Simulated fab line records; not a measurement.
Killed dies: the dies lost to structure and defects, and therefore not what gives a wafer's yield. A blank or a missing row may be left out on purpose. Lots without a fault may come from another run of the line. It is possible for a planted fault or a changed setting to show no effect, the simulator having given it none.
fab line records	flow n5-finfet
record: lots: 5	wafers: 15	last-day: 19
route steps=1938 shown BEOL_M4@1099 BEOL_M5@1112 PASSIVATION@1936
lots that met no fault: taken from a fault-free run of the same line
start-h: the number of hours between the record's first day and the start of the first shown wafer of the lot	wait-h: hours elapsed since this lot's preceding step	" repeats the value in the row above	L1.1+2: a row that stands for several wafers	- value missing, or start not given	* or withheld: withheld	< > ~ a bound
route shown NAME@n: a module of which the file shows steps, and the number in the route of the first	usual: mean and standard deviation over wafers with no fault	same: alike in all rows	chamber/n: place in a boat	sites: readings site by site	_std_site: the values' standard deviation	_edge_site: mean of outer sites minus mean of inner sites	radius-mm: how far each site lies from the wafer's centre	mask NAME#n: copy n	behind: the most recent tool/chamber to have shaped the wafer	hold: why the lot was held/for how many hours/how that ended	device: names the non-switching transistor (n, p or np)	end of line: the same wafers' tests at the end of the route	where a step has no rows: the recipe by itself	killed: count of dies lost to structure and defects at first sort (not the wafer's yield)	map: dies across one wafer; x = killed, . = not, _ = none there
set.NAME: the run value of the setting; set.NAME@STEP: its run value at that earlier step	model.NAME: the simulator's own value behind a step, which no gauge read
certain route steps with their lots: each step a table, each wafer a row
services: the hour from which a tool's chamber was out of use, counted from the record's first day as start-h (under 0 if before that day), plus the number of hours and why
== steps ==
step: N5_BEOL_M4_ANNEAL_95
recipe: temp-c: 400	time-s: 240	ambient: vacuum
step: N5_BEOL_M4_SPUTTER_96
recipe: material: Cu	target-thk-a: 45	temp-c: -20	chamber-pressure-pa: 0.07	power-w: withheld	time-s: 8.29
step: N5_BEOL_M4_ECD_50
recipe: material: Cu	target-thk-a: 3000
step: N5_BEOL_M4_ANNEAL_51
recipe: temp-c: 225	time-s: 90	ambient: N2
step: N5_BEOL_M4_CMP_52
recipe: stop-on: SiOC	t-overpolish-s: 6.8	down-force-psi: 1	platen-rpm: 50	clearing-platen-down-force-psi: 1.5	clearing-platen-rpm: 50	post-cmp-clean: cu-alkaline	target-thk-nm: 40	clearing-platen-pad-velocity-m-s: 0.99484	pad-velocity-m-s: 0.99484
step: N5_BEOL_M4_PRE_CLEAN_60
recipe: gas: NH3/H2	time-s: 15	temp-c: *	rf-power-w: 300
step: N5_BEOL_M4_CO_CAP_55
recipe: material: Co	target-thk-a: 20	temp-c: 200	precursor: CCTBA/H2	pressure-torr: 30	time-s: 102.1
step: N5_BEOL_M4_PRE_CLEAN_56
recipe: gas: NH3	time-s: 15	temp-c: withheld	rf-power-w: 300
step: N5_BEOL_M4_DEP_57
recipe: material: SiCN	target-thk-a: 80	temp-c: withheld	precursor: 3MS/NH3	pressure-torr: 3	rf-w: 202	time-s: 14
step: N5_BEOL_M4_RC_MEAS_101
usual: DIBL_N: 36.0/1.9	DIBL_P: 35.6/2.2	IOFF_N: 0.15/0.031	IOFF_P: 0.19/0.032	ION_N: 668/11	ION_P: 455/7.2	SS_N: 71.5/0.65	SS_P: 73.4/0.64	VT_N: 251/3.6	VT_P: -253/3.3
lot.wafer	tool	chamber	start-h	wait-h	DIBL_N[mV/V]	DIBL_P[mV/V]	IOFF_N[nA/um]	IOFF_P[nA/um]	ION_N[uA/um]	ION_P[uA/um]	SS_N[mV/dec]	SS_P[mV/dec]	VT_N[mV]	VT_P[mV]
L241.2	prober-01	0	216.05	0.2	37.1	35.6	0.17	0.21	679	466	71.8	73.8	248	-252
L241.3	"	0	"	"	35.4	34.6	0.14	0.20	674	474	71.2	73.3	248	-248
L241.6	"	0	"	"	39.3	39.2	0.23	0.27	700	469	72.6	74.6	246	-244
L253.1	prober-01	0	308.32	0.0	34.6	36.4	0.15	0.21	671	463	71.2	73.3	249	-248
L253.2	"	0	"	"	34.0	34.4	0.13	0.17	659	450	70.9	72.7	252	-251
L253.3	"	0	"	"	35.1	36.5	0.15	0.21	673	464	70.8	73.3	250	-254
L255.1	prober-02	0	313.66	0.0	39.0	37.8	0.18	0.21	668	457	71.8	74.2	249	-252
L255.2	"	0	"	"	36.6	35.2	0.15	0.18	674	453	70.4	73.2	252	-253
L255.6	"	0	"	"	36.7	35.5	0.15	0.18	682	458	71.2	73.5	252	-255
L254.1	prober-01	0	322.67	0.0	37.3	35.0	0.15	0.18	665	452	71.6	73.7	250	-254
L254.3	"	0	"	"	39.6	37.6	0.20	0.22	682	458	71.9	73.6	245	-251
L254.5	"	0	"	"	38.5	37.1	0.17	0.22	677	462	71.7	73.7	247	-250
L259.3	prober-02	0	334.02	0.3	31.3	31.4	0.09	0.12	643	437	70.9	73.3	258	-261
L259.5	"	0	"	"	30.9	31.4	0.09	0.12	644	437	71.8	72.3	260	-263
L259.6	"	0	"	"	33.4	34.2	0.12	0.14	659	441	71.5	73.0	257	-262
step: N5_BEOL_M5_ILD_DEP_00
recipe: material: SiCOH_lowk	target-thk-a: 1406.4	temp-c: 300	precursor: DEMS/porogen	pressure-torr: 5	rf-w: 500	time-s: 25.9
step: N5_BEOL_M5_CURE_79
recipe: temp-c: 385	time-s: 240	ambient: He/Ar	material: SiCOH_lowk
step: N5_BEOL_M5_PECVD_70
recipe: material: SiO2	target-thk-a: 160	temp-c: 400	precursor: TEOS/O2	pressure-torr: 5.5	rf-w: 450	teos-flow-sccm: 53.8	gas: O2	flow-sccm: 3000	time-s: 18
step: N5_BEOL_M5_HM_DEP_02
recipe: material: TiN	target-thk-a: 200	temp-c: 25	chamber-pressure-pa: 0.49996
step: N5_BEOL_M5_COAT_59
recipe: resist: SOC	temp-c: 250	time-s: 60	spin-rpm: 1500	resist-thk-nm: 60
step: N5_BEOL_M5_COAT_60
recipe: resist: SiARC	temp-c: 220	time-s: 60	spin-rpm: 1500	resist-thk-nm: 12
step: N5_BEOL_M5_COAT_71
recipe: resist: underlayer	temp-c: 205	time-s: 60	spin-rpm: 1500	resist-thk-nm: 5
step: N5_BEOL_M5_COAT_05
recipe: resist: CAR-EUV	spin-rpm: 1500	resist-thk-nm: 30
step: N5_BEOL_M5_EBR_07
recipe: solvent: PGMEA	ebr-width-mm: 1.5
step: N5_BEOL_M5_SOFTBAKE_06
recipe: temp-c: 110	time-s: 60	resist: CAR-EUV
step: N5_BEOL_M5_EXPOSE_08
recipe: mask-id: M5	na: 0.33	source-shape: annular	sigma-inner: 0.4	sigma-outer: 0.8	polarization: unpolarized	target-cd-nm: 28	dose-mj: 35.75
step: N5_BEOL_M5_PEB_09
recipe: peb-temp-c: 100	peb-time-s: 60	resist: CAR-EUV
step: N5_BEOL_M5_DEVELOP_10
recipe: develop-time-s: 30	developer: TMAH	resist: CAR-EUV	rinse-liquid: surfactant-rinse	dry: air-spin	dev-temp-c: 23
step: N5_BEOL_M5_DESCUM_16
recipe: chemistry: O2	time-s: 7	source-power-w: 50	bias-power-w: 20	pressure-mtorr: 20	rf-frequency-hz: 2.712e+07	temp-c: 40	resist: CAR-EUV	o2-flow-sccm: 225
step: N5_BEOL_M5_ETCH_72
recipe: chemistry: N2/H2	target: underlayer	target-depth-a: 65	mask-material: CAR-EUV	time-s: 5.2	ion-energy-ev: 200	pressure-mtorr: 30	source-w: 840	bias-w: 150	n2-flow-sccm: 200	h2-flow-sccm: 200	ends: cleared
step: N5_BEOL_M5_ETCH_61
recipe: chemistry: CF4	target: SiARC	target-depth-a: 156	mask-material: CAR-EUV	time-s: 26	ion-energy-ev: 80	pressure-mtorr: 40	source-w: 545	bias-w: 36	Ar_flow_sccm: 100	cf4-flow-sccm: 100	ends: cleared
step: N5_BEOL_M5_ETCH_62
recipe: chemistry: N2/H2	target: SOC	target-depth-a: 750	overetch-a: 150	mask-material: SiARC	temp-c: 40	time-s: 112.5	ion-energy-ev: 200	pressure-mtorr: 30	source-w: 840	bias-w: 150	n2-flow-sccm: 200	h2-flow-sccm: 200
step: N5_BEOL_M5_STRIP_63
recipe: chemistry: N2/H2	temp-c: 40	n2-flow-sccm: 200	h2-flow-sccm: 200	rf-frequency-hz: 6e+07
step: N5_BEOL_M5_STRIP_73
recipe: chemistry: N2/H2	temp-c: 40	n2-flow-sccm: 200	h2-flow-sccm: 200	rf-frequency-hz: 6e+07
step: N5_BEOL_M5_STRIP_64
recipe: chemistry: CF4	resist: SiARC	power-w: 300	bias-power-w: 75	pressure-mtorr: 50	cf4-flow-sccm: 150	rf-frequency-hz: 6e+07
step: N5_BEOL_M5_HM_OPEN_17
recipe: chemistry: Cl2/BCl3	target-depth-a: 200	overetch-a: 60	target: TiN	mask-material: SOC	ion-energy-ev: 150	pressure-mtorr: 10	icp-w: 1000	bias-w: 126	Cl2_flow_sccm: 53.25	bcl3-flow-sccm: 21.75	Ar_flow_sccm: 25
step: N5_BEOL_M5_STRIP_19
recipe: chemistry: O2	power-w: 400	temp-c: 40	pressure-mtorr: 30	rf-frequency-hz: 6e+07	bias-power-w: 0	overash-fraction: 0.2	o2-flow-sccm: 225
step: N5_BEOL_M5_COAT_65
recipe: resist: SOC	temp-c: 250	time-s: 60	spin-rpm: 1500	resist-thk-nm: 60
step: N5_BEOL_M5_COAT_66
recipe: resist: SiARC	temp-c: 220	time-s: 60	spin-rpm: 1500	resist-thk-nm: 12
step: N5_BEOL_M5_STRIP_36
recipe: chemistry: N2/H2	power-w: 450	temp-c: 40	pressure-mtorr: 20	rf-frequency-hz: 6e+07	overash-fraction: 0.3	bias-power-w: 7	h2-frac: 0.5	n2-flow-sccm: 200	h2-flow-sccm: 200
usual: bias-power-w: 7.006/0.024	chamber-pressure-mTorr: 20.007/0.03	drypump-motor-current-A: 5.6/0.45	oes-product-au: 0.82/0.1	overash-fraction: 0.3/0	rf-vpp-V: 59.2/1.5	showerhead-plenum-p-Torr: 2.55/0.094	throttle-valve-pct: 23.34/0.19
lot.wafer	tool	chamber	start-h	wait-h	bias-power-w	chamber-pressure-mTorr	drypump-motor-current-A	oes-product-au	overash-fraction	rf-hours-counter-h	rf-vpp-V	showerhead-plenum-p-Torr	throttle-valve-pct	model.SOC_of_BEOL_M5_COAT_65.thk-nm
L241.2	rie-diel-05	0	223.16	0.0	7.038	20.025	5.6	0.97	0.3	6	58.1	2.49	23.38	0
L241.3	"	3	"	"	7.004	19.989	5.0	0.70	0.3	234	58.0	2.58	23.22	0
L241.6	"	3	"	"	6.997	20.031	5.0	0.69	0.3	-	59.2	2.58	23.25	0
L253.1	rie-diel-02	1	312.46	0.0	-	-	-	-	-	-	-	-	-	55.8
L253.2	"	3	"	"	-	-	-	-	-	-	-	-	-	55.8
L253.3	"	2	"	"	-	-	-	-	-	-	-	-	-	55.8
L255.1	rie-diel-05	2	318.46	0.0	-	-	-	-	-	-	-	-	-	55.6
L255.2	"	1	"	"	-	-	-	-	-	-	-	-	-	55.6
L255.6	"	0	"	"	-	-	-	-	-	-	-	-	-	55.8
L254.1	rie-diel-03	2	329.78	0.0	-	-	-	-	-	-	-	-	-	55.8
L254.3	"	0	"	"	-	-	-	-	-	-	-	-	-	55.6
L254.5	"	1	"	"	-	-	-	-	-	-	-	-	-	55.8
L259.3	rie-diel-03	1	339.42	0.0	7.060	19.993	6.4	0.87	0.3	41	60.0	2.47	23.15	0
L259.5	"	0	"	"	6.954	20.006	5.1	0.68	0.3	-	60.6	2.59	23.44	0
L259.6	"	3	"	"	6.994	20.001	5.2	0.77	0.3	-	56.9	2.56	23.60	0
step: N5_BEOL_M5_ETCH_41
recipe: chemistry: CH3F/O2	target: SiCN	target-depth-a: 315	taper-deg: 2	time-s: 56.7	ion-energy-ev: 120	mask-material: TiN	pressure-mtorr: 30	source-w: 395	bias-w: 75	Ar_flow_sccm: 150	CH3F_flow_sccm: 30	O2_flow_sccm: 20
usual: drypump-motor-current-A: 5.6/0.46	oes-product-au: 0.81/0.1	rf-vpp-V: 297.7/1.7	showerhead-plenum-p-Torr: 2.02/0.07	throttle-valve-pct: 16.18/0.21
lot.wafer	tool	chamber	start-h	wait-h	drypump-motor-current-A	oes-product-au	rf-hours-counter-h	rf-vpp-V	showerhead-plenum-p-Torr	throttle-valve-pct	model.SOC_of_BEOL_M5_COAT_65.thk-nm
L241.2	rie-diel-05	0	-	-	5.6	0.97	6	296.8	1.96	16.14	0
L241.3	"	3	"	"	4.9	0.68	234	298.7	2.06	16.40	0
L241.6	"	3	"	"	5.0	0.69	-	300.0	2.06	16.41	0
L253.1	rie-diel-02	1	312.53	0.0	6.5	0.73	167	293.7	1.92	16.54	38.4
L253.2	"	3	"	"	6.0	0.70	232	294.5	1.90	16.49	38.2
L253.3	"	2	"	"	5.6	0.69	229	298.2	2.04	16.17	38.6
L255.1	rie-diel-05	2	318.53	0.0	5.5	0.92	23	299.8	2.13	16.06	37.4
L255.2	"	1	"	"	5.4	0.82	95	301.0	2.11	16.19	37.2
L255.6	"	0	"	"	5.6	0.88	-	295.6	1.95	16.19	37.8
L254.1	rie-diel-03	2	329.85	0.0	5.7	0.90	24	297.5	2.03	15.86	38
L254.3	"	0	"	"	5.1	0.69	240	298.3	2.04	16.40	37.6
L254.5	"	1	"	"	6.4	0.86	-	296.7	1.96	15.88	37.8
L259.3	rie-diel-03	1	-	-	6.4	0.87	41	298.0	1.95	15.85	0
L259.5	"	0	"	"	5.1	0.69	-	298.3	2.04	16.38	0
L259.6	"	3	"	"	5.2	0.79	-	297.9	2.03	16.22	0
step: N5_PASSIVATION_PROBE_49
usual: defect-limited-yield: 91.3/1.4	killed_at_M0_to_M3: 34/10	killed_at_M4_up: 14/5.5	killed-at-contacts: 12/6	killed-at-front-end: 40/10	killed-at-other: 3.0/2.4	killed-dies: 103/17	killed-on-rim: 13/4.3	killed-open: 68/13	killed-short: 34/7.8	sort_bin_5_function: 5.1/0.97	sort_bin_6_memory: 3.3/0.66	sort_bin_8_speed: 0.02/0.12	sort-n-pass: 1077/17	sort-yield-pct: 91.2/1.4
same: gross-dies: 1180	killed-at-back-side: 0	sort_bin_4_leakage[%]: 0
lot.wafer	tool	chamber	start-h	wait-h	defect-limited-yield[%]	killed_at_M0_to_M3	killed_at_M4_up	killed-at-contacts	killed-at-front-end	killed-at-other	killed-dies	killed-on-rim	killed-open	killed-short	sort_bin_5_function[%]	sort_bin_6_memory[%]	sort_bin_8_speed[%]	sort-n-pass	sort-yield-pct[%]
L241.2	prober-01	-	315.71	0.1	90.0	37	9	19	50	3	118	26	77	39	5.7	4.0	0	1062	90.0
L241.3	prober-01	-	315.76	0.1	89.8	44	28	2	42	4	120	13	75	45	6.0	3.9	0	1060	89.8
L241.6	prober-01	-	315.91	0.3	92.0	35	14	20	23	2	94	6	62	29	5.2	2.6	0	1086	92.0
L255.1	prober-01	-	422.07	0.0	0	36	1080	11	53	0	1180	152	81	31	95.7	4.2	0	0	0
L255.2	prober-01	-	422.12	0.1	0	58	1055	21	45	1	1180	152	85	50	94.7	5.2	0	0	0
L255.6	prober-01	-	422.32	0.3	0	34	1065	17	63	1	1180	152	91	29	95.4	4.2	0	0	0
L253.1	prober-01	-	423.29	0.0	0	29	1094	22	34	1	1180	152	75	27	96.4	3.3	0	0	0
L253.2	prober-01	-	423.34	0.1	0	45	1065	22	47	1	1180	152	87	43	95.0	4.8	0	0	0
L253.3	prober-01	-	423.39	0.1	0	40	1085	13	40	2	1180	152	76	39	96.1	3.4	0	0	0
L254.1	prober-02	-	434.67	0.0	0	21	1100	13	36	10	1180	152	59	41	97.0	2.5	0	0	0
L254.3	prober-02	-	434.77	0.1	0	24	1115	9	26	6	1180	152	47	28	97.6	2.2	0	0	0
L254.5	prober-02	-	434.87	0.2	0	31	1110	11	26	2	1180	152	44	41	96.9	2.5	0	0	0
killed by level:class
L241.2 MOL_CONTACT_COAG:geometric-particle:open=13 STI_FIN_REVEAL:geometric-particle:open=12 FIN_SAQP:geometric-particle:open=8 BEOL_M1:geometric-particle:open=8 FIN_SAQP:geometric-particle:short=6 DUMMY_GATE:geometric-particle:open=5 GATE_CUT:geometric-particle:short=5 BEOL_M3:geometric-particle:open=5
L241.3 BEOL_M4:geometric-particle:open=14 BEOL_M1:geometric-particle:open=13 STI_FIN_REVEAL:geometric-particle:open=10 BEOL_M0_SAQP:geometric-particle:short=9 FIN_SAQP:geometric-particle:short=8 GATE_CUT:geometric-particle:short=6 BEOL_M3:geometric-particle:short=6 BEOL_M5:geometric-particle:open=6
L241.6 MOL_CONTACT_COAG:geometric-particle:open=16 BEOL_M0:geometric-particle:open=8 BEOL_M2:geometric-particle:open=6 FIN_SAQP:geometric-particle:short=5 BEOL_M0_SAQP:geometric-particle:short=5 FIN_SAQP:geometric-particle:open=4 BEOL_M5:geometric-particle:open=4 BEOL_M1:geometric-particle:open=4
L255.1 BEOL_M5:area-ald=1068 STI_FIN_REVEAL:geometric-particle:open=11 BEOL_M3:geometric-particle:open=11 FIN_SAQP:geometric-particle:open=10 MOL_CONTACT_COAG:geometric-particle:open=10 BEOL_M0_SAQP:geometric-particle:short=7 DUMMY_GATE:geometric-particle:open=6 STARTING-WAFER:geometric-particle:open=6
L255.2 BEOL_M5:area-ald=1044 BEOL_M0_SAQP:geometric-particle:short=18 MOL_CONTACT_COAG:geometric-particle:open=17 FIN_SAQP:geometric-particle:open=14 BEOL_M3:geometric-particle:open=14 BEOL_M0_SAQP:geometric-particle:open=12 BEOL_M4:geometric-particle:open=7 DUMMY_GATE:geometric-particle:open=7
L255.6 BEOL_M5:area-ald=1059 FIN_SAQP:geometric-particle:open=18 DUMMY_GATE:geometric-particle:open=13 MOL_CONTACT_COAG:geometric-particle:open=13 BEOL_M3:geometric-particle:open=10 BEOL_M1:geometric-particle:open=9 STI_FIN_REVEAL:geometric-particle:open=8 BEOL_M0_SAQP:geometric-particle:short=5
L253.1 BEOL_M5:area-ald=1077 MOL_CONTACT_COAG:geometric-particle:open=20 BEOL_M2:geometric-particle:open=9 BEOL_M4:geometric-particle:open=9 BEOL_M0_SAQP:geometric-particle:open=6 GATE_CUT:geometric-particle:open=6 BEOL_M0_SAQP:geometric-particle:short=6 FIN_SAQP:geometric-particle:short=5
L253.2 BEOL_M5:area-ald=1050 MOL_CONTACT_COAG:geometric-particle:open=20 FIN_SAQP:geometric-particle:open=15 FIN_SAQP:geometric-particle:short=10 BEOL_M0_SAQP:geometric-particle:open=10 BEOL_M0_SAQP:geometric-particle:short=7 BEOL_M1:geometric-particle:open=6 BEOL_M3:geometric-particle:open=6
L253.3 BEOL_M5:area-ald=1064 BEOL_M2:geometric-particle:open=12 BEOL_M4:geometric-particle:open=11 FIN_SAQP:geometric-particle:open=10 MOL_CONTACT_COAG:geometric-particle:open=10 FIN_SAQP:geometric-particle:short=9 BEOL_M0_SAQP:geometric-particle:short=9 BEOL_M0_SAQP:geometric-particle:open=8
L254.1 BEOL_M5:area-ald=1080 FIN_SAQP:geometric-particle:short=12 MOL_CONTACT_COAG:geometric-particle:open=10 BEOL_M3:geometric-particle:open=8 GATE_CUT:geometric-particle:short=7 BEOL_M4:geometric-particle:open=6 FIN_SAQP:geometric-particle:open=5 BEOL_M3:geometric-particle:short=3
L254.3 BEOL_M5:area-ald=1105 MOL_CONTACT_COAG:geometric-particle:open=8 BEOL_M0_SAQP:geometric-particle:open=8 FIN_SAQP:geometric-particle:short=6 FIN_SAQP:geometric-particle:open=5 BEOL_M0_SAQP:geometric-particle:short=5 STI_FIN_REVEAL:geometric-particle:open=4 BEOL_M3:geometric-particle:open=4
L254.5 BEOL_M5:area-ald=1093 BEOL_M0_SAQP:geometric-particle:short=12 MOL_CONTACT_COAG:geometric-particle:open=7 GATE_CUT:geometric-particle:short=6 BEOL_M2:geometric-particle:open=6 BEOL_M4:geometric-particle:short=5 FIN_SAQP:geometric-particle:short=4 GATE_CUT:geometric-particle:open=4
map L253.1 (x killed, . not)
_________________xxxxxxxxxxxx________________
______________xxxxxxxxxxxxxxxxxx_____________
___________xxxxxxxxxxxxxxxxxxxxxxxx__________
__________xxxxxxxxxxxxxxxxxxxxxxxxxx_________
________xxxxxxxxxxxxxxxxxxxxxxxxxxxxxx_______
_______xxxxxxxxxxxxxxxxxxxxxxxxxxxxxxxx______
______xxxxxxxxxxxxxxxxxxxxxxxxxxxxxxxxxx_____
_____xxxxxxxxxxxxxxxxxxxxxxxxxxxxxxxxxxxx____
____xxxxxxxxxxxxxxxxxxxxxxxxxxxxxxxxxxxxxx___
___xxxxxxxxxxxxxxxxxxxxxxxxxxxxxxxxxxxxxxxx__
___xxxxxxxxxxxxxxxxxxxxxxxxxxxxxxxxxxxxxxxx__
__xxxxxxxxxxxxxxxxxxxxxxxxxxxxxxxxxxxxxxxxxx_
__xxxxxxxxxxxxxxxxxxxxxxxxxxxxxxxxxxxxxxxxxx_
_xxxxxxxxxxxxxxxxxxxxxxxxxxxxxxxxxxxxxxxxxxxx
_xxxxxxxxxxxxxxxxxxxxxxxxxxxxxxxxxxxxxxxxxxxx
_xxxxxxxxxxxxxxxxxxxxxxxxxxxxxxxxxxxxxxxxxxxx
_xxxxxxxxxxxxxxxxxxxxxxxxxxxxxxxxxxxxxxxxxxxx
_xxxxxxxxxxxxxxxxxxxxxxxxxxxxxxxxxxxxxxxxxxxx
_xxxxxxxxxxxxxxxxxxxxxxxxxxxxxxxxxxxxxxxxxxxx
_xxxxxxxxxxxxxxxxxxxxxxxxxxxxxxxxxxxxxxxxxxxx
_xxxxxxxxxxxxxxxxxxxxxxxxxxxxxxxxxxxxxxxxxxxx
__xxxxxxxxxxxxxxxxxxxxxxxxxxxxxxxxxxxxxxxxxx_
__xxxxxxxxxxxxxxxxxxxxxxxxxxxxxxxxxxxxxxxxxx_
___xxxxxxxxxxxxxxxxxxxxxxxxxxxxxxxxxxxxxxxx__
___xxxxxxxxxxxxxxxxxxxxxxxxxxxxxxxxxxxxxxxx__
____xxxxxxxxxxxxxxxxxxxxxxxxxxxxxxxxxxxxxx___
_____xxxxxxxxxxxxxxxxxxxxxxxxxxxxxxxxxxxx____
______xxxxxxxxxxxxxxxxxxxxxxxxxxxxxxxxxx_____
_______xxxxxxxxxxxxxxxxxxxxxxxxxxxxxxxx______
________xxxxxxxxxxxxxxxxxxxxxxxxxxxxxx_______
__________xxxxxxxxxxxxxxxxxxxxxxxxxx_________
___________xxxxxxxxxxxxxxxxxxxxxxxx__________
______________xxxxxxxxxxxxxxxxxx_____________
_________________xxxxxxxxxxxx________________
map L254.1 (x killed, . not)
_________________xxxxxxxxxxxx________________
______________xxxxxxxxxxxxxxxxxx_____________
___________xxxxxxxxxxxxxxxxxxxxxxxx__________
__________xxxxxxxxxxxxxxxxxxxxxxxxxx_________
________xxxxxxxxxxxxxxxxxxxxxxxxxxxxxx_______
_______xxxxxxxxxxxxxxxxxxxxxxxxxxxxxxxx______
______xxxxxxxxxxxxxxxxxxxxxxxxxxxxxxxxxx_____
_____xxxxxxxxxxxxxxxxxxxxxxxxxxxxxxxxxxxx____
____xxxxxxxxxxxxxxxxxxxxxxxxxxxxxxxxxxxxxx___
___xxxxxxxxxxxxxxxxxxxxxxxxxxxxxxxxxxxxxxxx__
___xxxxxxxxxxxxxxxxxxxxxxxxxxxxxxxxxxxxxxxx__
__xxxxxxxxxxxxxxxxxxxxxxxxxxxxxxxxxxxxxxxxxx_
__xxxxxxxxxxxxxxxxxxxxxxxxxxxxxxxxxxxxxxxxxx_
_xxxxxxxxxxxxxxxxxxxxxxxxxxxxxxxxxxxxxxxxxxxx
_xxxxxxxxxxxxxxxxxxxxxxxxxxxxxxxxxxxxxxxxxxxx
_xxxxxxxxxxxxxxxxxxxxxxxxxxxxxxxxxxxxxxxxxxxx
_xxxxxxxxxxxxxxxxxxxxxxxxxxxxxxxxxxxxxxxxxxxx
_xxxxxxxxxxxxxxxxxxxxxxxxxxxxxxxxxxxxxxxxxxxx
_xxxxxxxxxxxxxxxxxxxxxxxxxxxxxxxxxxxxxxxxxxxx
_xxxxxxxxxxxxxxxxxxxxxxxxxxxxxxxxxxxxxxxxxxxx
_xxxxxxxxxxxxxxxxxxxxxxxxxxxxxxxxxxxxxxxxxxxx
__xxxxxxxxxxxxxxxxxxxxxxxxxxxxxxxxxxxxxxxxxx_
__xxxxxxxxxxxxxxxxxxxxxxxxxxxxxxxxxxxxxxxxxx_
___xxxxxxxxxxxxxxxxxxxxxxxxxxxxxxxxxxxxxxxx__
___xxxxxxxxxxxxxxxxxxxxxxxxxxxxxxxxxxxxxxxx__
____xxxxxxxxxxxxxxxxxxxxxxxxxxxxxxxxxxxxxx___
_____xxxxxxxxxxxxxxxxxxxxxxxxxxxxxxxxxxxx____
______xxxxxxxxxxxxxxxxxxxxxxxxxxxxxxxxxx_____
_______xxxxxxxxxxxxxxxxxxxxxxxxxxxxxxxx______
________xxxxxxxxxxxxxxxxxxxxxxxxxxxxxx_______
__________xxxxxxxxxxxxxxxxxxxxxxxxxx_________
___________xxxxxxxxxxxxxxxxxxxxxxxx__________
______________xxxxxxxxxxxxxxxxxx_____________
_________________xxxxxxxxxxxx________________
== services ==
tool	chamber	start-h	hours	kind
rie-diel-03	0	202.03	2.2	repair
rie-diel-05	2	208.17	-	clean
rie-diel-05	2	208.17	-	consumable-replace:esc
rie-diel-05	2	208.17	-	consumable-replace:focus-ring
rie-diel-05	2	208.17	-	consumable-replace:showerhead
rie-diel-05	2	208.17	32.3	scheduled-down
rie-diel-05	2	208.17	32.3	vent-cycle
rie-diel-03	2	225.93	-	clean
rie-diel-03	2	225.93	-	consumable-replace:focus-ring
rie-diel-03	2	225.93	25.0	scheduled-down
rie-diel-03	2	225.93	25.0	vent-cycle
rie-diel-02	1	229.90	7.5	repair
rie-diel-02	0	237.40	-	clean
rie-diel-02	0	237.40	-	consumable-replace:focus-ring
rie-diel-03	-	240.30	14.6	pm
rie-diel-05	3	269.26	-	clean
rie-diel-05	3	269.26	-	consumable-replace:focus-ring
rie-diel-05	3	269.26	18.0	scheduled-down
rie-diel-05	3	269.26	18.0	vent-cycle
rie-diel-05	1	270.40	3.0	repair
rie-diel-02	0	274.42	7.1	repair
rie-diel-05	1	330.57	3.3	repair
rie-diel-03	2	333.39	19.1	repair
rie-diel-05	-	333.75	0.4	repair
== key ==
first-sign: step: N5_BEOL_M5_STRIP_36	reading: tool-record	direction: missing
effect: step: N5_PASSIVATION_PROBE_49	reading: killed_at_M4_up	direction: up	sigmas: 99+	usual: 14	struck: 1085
model-effect: step: N5_BEOL_M5_STRIP_36	value: SOC_of_BEOL_M5_COAT_65.thk-nm	without: 0	struck: 55.73
model-effect: step: N5_BEOL_M5_ETCH_41	value: SOC_of_BEOL_M5_COAT_65.thk-nm	without: 0	struck: 37.89
more-kills-born-at: N5_BEOL_M5_ALD_86@ald-metal-01: 6469	N5_BEOL_M5_ALD_86@ald-metal-03: 3171
met-at N5_BEOL_M5_STRIP_36
struck-wafers L253.1,L253.2,L253.3,L254.1,L254.3,L254.5,L255.1,L255.2,L255.6
later-rows-left-out L253.1,L253.2,L253.3,L254.1,L254.3,L254.5,L255.1,L255.2,L255.6
onset-between 223.16 312.46
fault: kind: skipped-step-whole	tool: rie-diel-02,rie-diel-03,rie-diel-05	chamber: -	onset-h: 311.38	steps: N5_BEOL_M5_STRIP_36	scope: struck-lots-only
later-rows-left-out: the simulator's readings of these wafers behind a module that went badly wrong aren't trusted and aren't shown, but for the sort
